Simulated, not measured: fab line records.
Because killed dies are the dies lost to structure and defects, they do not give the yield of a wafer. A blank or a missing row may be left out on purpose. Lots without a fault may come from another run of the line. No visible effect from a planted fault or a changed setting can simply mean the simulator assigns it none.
8D (eight disciplines) problem report, filled in by code    flow nand_harc    the parts of the form that need people (team, actions taken, sign-off) are left out

== 1. THE PROBLEM ==
Mean of killed_at_array at NHARC_END_SORT_01: 580 across 2 wafers in 2 lots; on wafers with no fault it is 25 (standard deviation 7.8). Relative to the usual mean, that is a shift of +71 standard deviations.
The first sign was on wafer L416.3 at day 23 04:52, on prober-01. The record holds 5 wafers of 2 lots with a number at this step. The rule behind "out" and "out of limits": a value lying over 4 standard deviations away from the usual mean. The rest of the wafers with a number are treated as sound.

== 2. WHAT IT IS; WHAT IT IS NOT ==
question                     is                            is not
which readings at this step  killed_at_array, killed_dies  killed_at_other, killed_at_periphery, killed_open, killed_short
which lots                   L416, L418                    -
which wafers of those lots   L416.3, L418.4                L416.1, L416.6, L418.2
read on which gauges         prober-01                     -
when                         from day 23 04:52             up to then (1 sound wafer); but 2 sound wafers of L416, L418 came after

== 3. WHAT RULES OUT EACH SUSPECT ==
Counting: a tool at a process step up to the reading stays a suspect if it ran every lot that is out. Sound lots after the first of them don't rule it out here, since some wafers of a struck lot are sound.
- ruled out: the gauge at NHARC_END_SORT_01. All the wafers that are out were read on prober-01, but those of them that NHARC_A_SGD_CUT_ETCH_58 has rows for are out there too, on other tools.
- rie_diel-02 at NHARC_A_SGD_CUT_ETCH_58 (etches the open film in CF4, target depth 39 nm, time 65 s): kept. It ran every lot that is out, first L416 (day 17 13:19). Its own readings are out on those wafers: run_length_s.
- rie_diel-02 at NHARC_A_SGD_CUT_ETCH_59 (etches the open film in N2/H2, target depth 260 nm, time 406.25 s): kept. It ran every lot that is out, first L416 (day 23 03:17). With no start given for some of its lots, NHARC_A_SGD_CUT_ETCH_59 uses the hours and lot order of NHARC_END_SORT_01.
- rie_diel-02 at NHARC_A_SGD_CUT_ETCH_15 (etches the open film in CH3F/O2, target depth 75 nm, time 64.3 s): kept. It ran every lot that is out, first L416 (day 23 03:17). With no start given for some of its lots, NHARC_A_SGD_CUT_ETCH_15 uses the hours and lot order of NHARC_END_SORT_01.
- Within rie_diel-02 at NHARC_A_SGD_CUT_ETCH_59: the wafers that are out ran in chambers 0, 3; their sound lot-mates ran in chambers 1, 2.
- At NHARC_A_SGD_CUT_ETCH_15, inside rie_diel-02: chamber 2 took the wafers that are out, while their sound lot-mates went through chambers 0, 1.
After the count, these remain: rie_diel-02 at NHARC_A_SGD_CUT_ETCH_58, rie_diel-02 at NHARC_A_SGD_CUT_ETCH_59 and rie_diel-02 at NHARC_A_SGD_CUT_ETCH_15.

== 4. THE CAUSE (what the simulator had put in) ==
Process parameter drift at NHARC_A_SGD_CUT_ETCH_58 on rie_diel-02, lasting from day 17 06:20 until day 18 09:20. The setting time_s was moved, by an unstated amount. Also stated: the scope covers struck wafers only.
After counting, 3 suspects remain, this tool included.

== 5. THE EFFECT CHAIN, in route order ==
Each row: a reading whose mean over the struck wafers that have a number lies more than 3 standard deviations from the usual. Readings are gone through only where the record gives a usual standard deviation; hours: the median, over the lots, of the time from a lot's start at the first step in this table giving one to that lot's start at this step; sigmas: the change measured in usual standard deviations.
hours  step                     reading          usual   on struck wafers  change  sigmas
0      NHARC_A_SGD_CUT_ETCH_58  run_length_s     86.3 s  66.4              -19.9   -40
139    NHARC_END_SORT_01        killed_at_array  25      580               +555    +71
139    NHARC_END_SORT_01        killed_dies      29      584               +554    +68
Its process steps:
- NHARC_A_SGD_CUT_ETCH_58: etches the open film in CF4, target depth 39 nm, time 65 s.
Readings that are blank on the struck wafers while sound wafers have them: rf_fwd_power_W at NHARC_A_SGD_CUT_ETCH_58.

== 6. HOW IT WOULD HAVE BEEN CAUGHT EARLIER ==
143 hours passed between the start of the fault at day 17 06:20 and the first reading out of limits at a measuring or inspecting step in this record, taken at day 23 04:52.
The tool's own readings at NHARC_A_SGD_CUT_ETCH_58 were out on every struck wafer that the step has a row for (run_length_s): an alarm limit on them would have fired on the first of those.
The start of NHARC_A_SGD_CUT_ETCH_58 on rie_diel-02 came by day 23 04:52 for every one of the lots that are out (2). A hold on the tool at that time would have spared none of them.
